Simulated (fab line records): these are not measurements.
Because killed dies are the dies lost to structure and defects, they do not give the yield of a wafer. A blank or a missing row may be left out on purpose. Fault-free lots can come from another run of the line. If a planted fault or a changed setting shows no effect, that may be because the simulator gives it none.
Comparing a struck lot with a sound one ; flow n5Finfet ; 16 steps out of a route of 1938
Sound: these wafers, L187.2, L187.3, L187.5. Struck: wafer L199.2 (L199.1, L199.5, from the same lot, were not struck and are left out); the cause is given at the end.
Each step with rows lists, per side, the tool, then ch with its chambers, then its first start. Under that, the readings that differ: sound wafers ; struck wafers ; difference of the means ; sigmas: that difference in standard deviations of wafers without a fault.
alike: readings with means less than 2 such deviations apart, plus words and numbers identical on both sides. not compared: withheld readings, readings lacking a value on some wafer, bounds such as >300 that could conceal the same value, and numbers that have no deviation in the record and whose values overlap.
A row with sigmas, a row that says differs or no value, or rows on one side alone: a step with any of these is where the two part. Numbers that have no deviation but don't overlap get no sigmas and don't part them. A reading that every wafer of one side lacks parts them only if that side has two wafers or more.

first, 3 steps without rows for these wafers: N5_FIN_SAQP_PRECLEAN_00 (cleans in SC1, time 60 s); N5_FIN_SAQP_PRECLEAN_44 (cleans in SC2, time 45 s); N5_FIN_SAQP_SRD_01 (time 30 s).
N5_FIN_SAQP_ALD_61: deposits SiO2, target thk 4 nm, pulse time 1 s, purge time 2 s.
  sound on aldSin-04 ch 0,2,3, day 1 22:11; struck on aldSin-04 ch 3, day 4 20:59
  alike: heaterPowerOuterW, heaterPowerW, precursorPulseHeightRel
  not compared: sinceWetCleanH
N5_FIN_SAQP_DENSIFY_62: time 60 s.
  sound on rtpAnneal-02 ch 0, day 1 22:25; struck on rtpAnneal-02 ch 0, day 4 21:11
  alike: lampPowerPct, wafer_temp_C_max
then, 1 step without rows for these wafers: N5_FIN_SAQP_HM_DEP_03 (deposits SiNx from SiH4/NH3/N2, target thk 38 nm, time 33.6 s).
N5_FIN_SAQP_THK_MEAS_05:
  sound on filmMetro-02, day 1 22:41; struck on filmMetro-02, day 4 21:29
  alike: thkNm
N5_FIN_SAQP_PECVD_47: deposits a-Si from SiH4/He, target thk 45 nm, time 36.3 s.
  sound on pecvd-02 ch 0,1,2, day 1 22:43; struck on pecvd-02 ch 0, day 4 21:31
  alike: heaterPowerOuterW, heaterPowerW, showerheadPlenumPTorr, throttleValvePct
  not compared: sinceWetCleanH
N5_FIN_SAQP_PECVD_48: deposits SiNx from SiH4/NH3/N2, target thk 25 nm, time 22.1 s.
  sound on pecvd-02 ch 0,1,2, day 1 22:46; struck on pecvd-02 ch 0, day 4 21:34
  alike: heaterPowerOuterW, heaterPowerW, showerheadPlenumPTorr, throttleValvePct
  not compared: sinceWetCleanH
N5_FIN_SAQP_PECVD_06: deposits a-Si from SiH4/He, target thk 60 nm, time 48.1 s.
  sound on pecvd-02 ch 0,1,2, day 1 22:48; struck on pecvd-02 ch 0, day 4 21:36
  alike: heaterPowerOuterW, heaterPowerW, showerheadPlenumPTorr, throttleValvePct
  not compared: sinceWetCleanH
N5_FIN_SAQP_THK_MEAS_07:
  sound on filmMetro-02, day 1 22:53; struck on filmMetro-01, day 4 21:41
  alike: thkNm
then, 1 step without rows for these wafers: N5_FIN_SAQP_HM_DEP_72 (deposits SiO2 from SiH4/N2O, target thk 12 nm, time 7.2 s).
N5_FIN_SAQP_COAT_49: time 60 s, resist thk 100 nm.
  sound on lithoTrack-01 ch 0, day 1 23:01; struck on lithoTrack-01 ch 0, day 4 21:48
reading;sound;struck;difference;sigmas
heaterPowerTotalW (W);503.3 501.3 501.4;521.3;+19.3;+10
resistLineTempC (C);22.92 23.00 22.96;23.23;+0.27;+3
runLengthS (s);66.23 66.13 66.17;62.18;-4.00;-27
  alike: chillPlateTempC, exhaustPa
then, 1 step without rows for these wafers: N5_FIN_SAQP_COAT_50 (time 60 s, resist thk 35 nm).
-- the record jumps here: 6 days lie between the struck wafers' starts before and after (it left off in module FIN_SAQP and takes up again in module BEOL_M4, whose first step shown is number 1111 of the route) --
N5_BEOL_M4_RC_MEAS_101:
  sound on prober-02 ch 0, day 7 12:20; struck on prober-02 ch 0, day 11 00:19
reading;sound;struck;difference;sigmas
ION_N (uA/um);691 669 676;652;-27;-2
  alike: DIBL_N, DIBL_P, IOFF_N, IOFF_P, ION_P, SS_N, SS_P, VT_N, VT_P
-- record jumps: 5 days separate the struck wafers' starts on either side; left off in module BEOL_M4, taken up again in module PASSIVATION, whose first shown step is the route's number 1936 --
N5_PASSIVATION_PROBE_49:
  sound on prober-02, day 11 18:26; struck on prober-02, day 15 20:33
reading;sound;struck;difference;sigmas
sort_bin_4_leakage (%);0.08 0 0;0;+0;-4
  alike: defectLimitedYield, killed_at_M0_to_M3, killed_at_M4_up, killedAtContacts, killedAtFrontEnd, killedAtOther, killedDies, killedOnRim, killedOpen, killedShort, sort_bin_5_function, sort_bin_6_memory, sortNPass, sortYieldPct

## WHERE THEY PART
Earliest at N5_FIN_SAQP_COAT_49; latest, in this record, at N5_PASSIVATION_PROBE_49.

WHY: what the simulator had put in
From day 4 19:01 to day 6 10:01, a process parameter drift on lithoTrack-01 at N5_FIN_SAQP_COAT_49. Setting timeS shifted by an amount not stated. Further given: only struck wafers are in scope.
